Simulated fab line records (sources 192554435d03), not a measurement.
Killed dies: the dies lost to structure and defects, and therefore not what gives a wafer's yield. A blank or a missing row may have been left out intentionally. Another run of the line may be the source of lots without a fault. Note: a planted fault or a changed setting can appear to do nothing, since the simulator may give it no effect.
Split-lot experiment    flow n5-finfet    on a route of 1938 steps: 7 lots, 21 wafers read

## THE SPLIT
At N5_PMOS_HMC_CHANNEL_EPI_HM_DEP_34 (deposits SiO2 from TEOS/O2, target thk 36 nm, time 6.9 s), the setting time-s was moved away from the recipe's 6.9 s on 7 of the 21 wafers read, by -7.8% to +6.9%. For the rest of the wafers, this setting stayed at what the recipe calls for.

The reading comes from the split's own step.

## THE READING
SiO2_of_PMOS_HMC_CHANNEL_EPI_HM_DEP_34.thk-nm (the simulator's own value, which no gauge read), in nm, at N5_PMOS_HMC_CHANNEL_EPI_HM_DEP_34 (deposits SiO2 from TEOS/O2, target thk 36 nm, time 6.9 s). There is no usual value for it anywhere in the file. Across the 14 wafers here that went through the recipe, the average is 35.82 nm and the standard deviation 0.47 nm.

wafer   tool, chamber at the split  time-s as run, s  against the recipe  SiO2_of_PMOS_HMC_CHANNEL_EPI_HM_DEP_34.thk-nm, nm  against lot-mates on the recipe
L074.2  pecvd-01, 2                 6.9               recipe              35.16                                              -
L074.3  pecvd-01, 0                 6.9               recipe              35.18                                              -
L074.5  pecvd-01, 2                 6.9               recipe              35.66                                              -
L076.3  pecvd-01, 0                 6.9               recipe              35.01                                              -
L076.4  pecvd-01, 2                 6.9               recipe              36.24                                              -
L076.6  pecvd-01, 1                 6.359             -7.8%               33.39                                              -2.23
L080.2  pecvd-01, 2                 6.445             -6.6%               33.48                                              no lot-mate on the recipe
L080.4  pecvd-01, 2                 6.445             -6.6%               33.86                                              no lot-mate on the recipe
L080.6  pecvd-01, 0                 6.445             -6.6%               33.41                                              no lot-mate on the recipe
L082.1  pecvd-02, 1                 6.62              -4.1%               34.58                                              -1.16
L082.2  pecvd-02, 0                 6.9               recipe              35.44                                              -
L082.5  pecvd-02, 0                 6.9               recipe              36.03                                              -
L083.2  pecvd-03, 1                 6.9               recipe              36.04                                              -
L083.4  pecvd-03, 0                 6.9               recipe              35.98                                              -
L083.6  pecvd-03, 1                 6.9               recipe              36.73                                              -
L087.2  pecvd-01, 0                 6.9               recipe              35.82                                              -
L087.4  pecvd-01, 1                 6.9               recipe              36.23                                              -
L087.6  pecvd-01, 0                 6.9               recipe              36.02                                              -
L089.3  pecvd-03, 0                 7.379             +6.9%               38.12                                              +2.14
L089.4  pecvd-03, 0                 6.9               recipe              35.98                                              -
L089.5  pecvd-03, 1                 7.379             +6.9%               39.11                                              +3.13

FIT RESULTS
A straight line over all 21 wafers: SiO2_of_PMOS_HMC_CHANNEL_EPI_HM_DEP_34.thk-nm changes by +0.356 nm for each +1% of time-s; r = +0.95; the points scatter about the line by 0.46 nm.
The same after taking each lot's own level away (the mean of its wafers on the recipe; 18 wafers): +0.337 nm for each +1%; r = +0.95; scatter 0.38 nm.
The reading moves by 2.6 nm for the largest change in time-s, on that fit.
Measured against the standard deviation above, the lots' own levels, which go from 35.333 to 36.250 nm, span 2.0 times it.
So the lot-to-lot level changes the slope little: the two slopes agree.
Check: for one of the wafers moved furthest among these (-7.8%), held out of the fit, the line's prediction against its lot-mates is -2.81 nm. Against them it came out at -2.23 nm.

## ADDITIONAL SPLITS CARRIED BY THESE WAFERS
Note: prior to the reading, these wafers also went through further splits. Each is held against what the fit with the lots' levels taken away leaves over:
other split on the same wafers   wafers away from the commonest value  r with SiO2_of_PMOS_HMC_CHANNEL_EPI_HM_DEP_34.thk-nm (lot level and that fit taken away)
N5_ZERO_LAYER_PECVD_02 time-s    5                                     +0.19
N5_ZERO_LAYER_EXPOSE_08 dose-mj  9                                     +0.19

## FILE'S OWN FIT
SiO2_of_PMOS_HMC_CHANNEL_EPI_HM_DEP_34.thk-nm changes by +0.322 nm for each +1% of time-s, r = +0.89.
